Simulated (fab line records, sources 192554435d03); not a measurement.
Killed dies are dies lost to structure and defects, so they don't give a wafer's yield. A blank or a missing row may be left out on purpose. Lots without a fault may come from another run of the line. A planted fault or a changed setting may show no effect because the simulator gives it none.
Split-lot experiment | flow n5_finfet | 7 lots, 21 wafers read, on a route of 1938 steps

THE SPLIT
At N5_BEOL_M1_EXPOSE_25 (exposes mask V0, defocus 5 nm, target cd 24 nm), the setting dose_mj was moved away from the recipe's 63 on 7 of the 21 wafers read, by -6.5% to +6.7%. The other wafers ran this setting at the recipe's value.

FROM THE SPLIT TO THE READING: what the file shows between them, 2 steps
- N5_BEOL_M1_PEB_26: peb time 60 s
- N5_BEOL_M1_DEVELOP_27: develop time 30 s

THE READING
cd_nm, in nm, at N5_BEOL_M1_CD_MEAS_28 (target cd y 23.3 nm). Fault-free wafers of this fab line usually give 23.98 nm, standard deviation 0.23 nm.

wafer  | tool, chamber at the split | dose_mj as run | against the recipe | cd_nm, nm | against lot-mates on the recipe
L075.2 | euv_scanner-01, 0          | 63             | recipe             | 23.73     | -
L075.5 | euv_scanner-01, 0          | 63             | recipe             | 23.75     | -
L075.6 | euv_scanner-01, 0          | 63             | recipe             | 23.97     | -
L076.4 | euv_scanner-01, 0          | 63             | recipe             | 24.44     | -
L076.5 | euv_scanner-01, 0          | 63             | recipe             | 23.99     | -
L076.6 | euv_scanner-01, 0          | 63             | recipe             | 23.88     | -
L082.1 | euv_scanner-01, 0          | 65.36          | +3.7%              | 24.44     | +0.55
L082.3 | euv_scanner-01, 0          | 63             | recipe             | 23.89     | -
L082.5 | euv_scanner-01, 0          | 65.36          | +3.7%              | 24.34     | +0.45
L081.2 | euv_scanner-02, 0          | 63             | recipe             | 24.20     | -
L081.3 | euv_scanner-02, 0          | 64.88          | +3.0%              | 24.71     | +0.50
L081.4 | euv_scanner-02, 0          | 63             | recipe             | 24.23     | -
L083.4 | euv_scanner-02, 0          | 67.22          | +6.7%              | 25.67     | +1.29
L083.5 | euv_scanner-02, 0          | 63             | recipe             | 24.38     | -
L083.6 | euv_scanner-02, 0          | 67.22          | +6.7%              | 25.37     | +0.99
L096.2 | euv_scanner-01, 0          | 58.89          | -6.5%              | 22.43     | -1.56
L096.3 | euv_scanner-01, 0          | 63             | recipe             | 23.99     | -
L096.4 | euv_scanner-01, 0          | 58.89          | -6.5%              | 22.53     | -1.46
L097.2 | euv_scanner-01, 0          | 63             | recipe             | 24.06     | -
L097.3 | euv_scanner-01, 0          | 63             | recipe             | 24.01     | -
L097.5 | euv_scanner-01, 0          | 63             | recipe             | 24.13     | -

THE FIT
A straight line over all 21 wafers: cd_nm changes by +0.214 nm for each +1% of dose_mj; r = +0.95; the points scatter about the line by 0.24 nm.
The same after taking each lot's own level away (the mean of its wafers on the recipe; 21 wafers): +0.193 nm for each +1%; r = +0.97; scatter 0.16 nm.
On that fit, the largest move of dose_mj shifts the reading by 1.3 nm.
The lots' own levels span 23.817 to 24.380 nm, that is 2.4 times the standard deviation above.
So the lot-to-lot level changes the slope: the two fits differ.
Check: with one of the wafers moved furthest among these (+6.7%) left out of the fit, the line predicts +1.21 nm for it against its lot-mates. It came out at +1.29 nm against them.

OTHER SPLITS ON THESE WAFERS
These wafers also went through other splits before the reading. Each is held against what the fit with the lots' levels taken away leaves over:
other split on the same wafers          | wafers away from the commonest value | r with cd_nm (lot level and that fit taken away)
N5_MOL_CONTACT_COAG_COAT_64 spin_rpm    | 6                                    | -0.41
N5_BEOL_M0_SAQP_PECVD_03 time_s         | 5                                    | +0.05
N5_BEOL_M0_SAQP_ETCH_106 target_depth_a | 9                                    | -0.46
N5_BEOL_M1_COAT_76 spin_rpm             | 6                                    | -0.17

THE WHOLE CHAIN: every reading that the file lists as answering this split, in the file's order
step                   | what it does                                                       | reading                                                        | change (the file's fit)               | r (the file's)
N5_BEOL_M1_CD_MEAS_28  | target cd y 23.3 nm                                                | cd_nm                                                          | +0.189 nm for each +1% of the setting | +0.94
N5_BEOL_M1_VIA_ETCH_34 | etches the open film in C4F6/O2, target depth 67.8 nm, time 64.4 s | BEOL_M1.cd_nm (the simulator's own value, which no gauge read) | +0.196 nm for each +1% of the setting | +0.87

THE FILE'S OWN FIT
cd_nm changes by +0.189 nm for each +1% of dose_mj, r = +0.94.
